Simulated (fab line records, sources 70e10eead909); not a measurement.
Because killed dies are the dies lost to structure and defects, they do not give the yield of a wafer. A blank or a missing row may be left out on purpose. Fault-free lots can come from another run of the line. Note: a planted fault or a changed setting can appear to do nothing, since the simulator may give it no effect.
Struck lot and sound lot, side by side / flow nand_harc / 14 out of 1302 route steps
Sound: the wafers L988.1, L988.3, L988.5. Struck: wafers L995.2, L995.3, L995.4. The cause comes at the end.
Order at every step that has rows: each side's tool, ch and its chambers, its first start. Under that, the readings that differ: sound wafers / struck wafers / difference of the means / sigmas: that difference in standard deviations of wafers without a fault.
alike: readings whose means differ by less than 2 such deviations, and words and numbers that are the same on both sides. not compared: withheld readings, readings that some wafer has no value for, bounds like >300 that may hide the same value, and numbers for which the record gives no deviation and whose values overlap.
The two part at a step that has a row with sigmas, a row that says differs or no value, or rows on one side only. Non-overlapping numbers with no deviation appear without sigmas and do not part them. A reading that every wafer of one side lacks parts them only if that side has two wafers or more.

first, 2 steps without rows for these wafers: NHARC_P_STI_SRD_39; NHARC_P_STI_OXIDE_40 (material SiO2, target thk 10 nm, ox time 1362 s).
NHARC_P_STI_INSPECT_25:
  sound on defect_inspect-02 at day 7 22:23; struck on defect_inspect-01 at day 11 03:07
  alike: raw_defect_count
then, 9 steps without rows for these wafers: NHARC_P_GATE_ETCH_69 (etches SiO2 in dHF, target depth 14 nm); NHARC_P_GATE_PRECLEAN_70 (cleans in SC1); NHARC_P_GATE_SRD_01; NHARC_P_GATE_OXIDE_02 (material SiO2, target thk 37.5 nm, ox time 365 s); NHARC_P_GATE_DEHYDRATE_03 (time 120 s); NHARC_P_GATE_HMDS_04 (time 30 s); NHARC_P_GATE_COAT_05; NHARC_P_GATE_SOFTBAKE_06 (time 95 s); NHARC_P_GATE_EBR_07.
NHARC_P_GATE_EXPOSE_08: exposes mask P HV.
  sound on krf_scanner-02 ch 0, day 8 07:08; struck on krf_scanner-02 ch 0, day 11 11:22
reading=exposure_dose_mJ_cm2; sound=16.727 16.759 16.734; struck=16.357 16.349 16.339; difference=-0.392; sigmas=-22
  alike: mask
then, 1 step without rows for these wafers: NHARC_P_GATE_PEB_09 (peb time 85 s).

## WHERE THEY PART
Only at NHARC_P_GATE_EXPOSE_08, within this record.

WHY: what had been put in by the simulator
Drift in process parameters on krf_scanner-02 at NHARC_P_GATE_EXPOSE_08, starting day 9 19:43. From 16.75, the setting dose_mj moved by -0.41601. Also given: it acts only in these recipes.
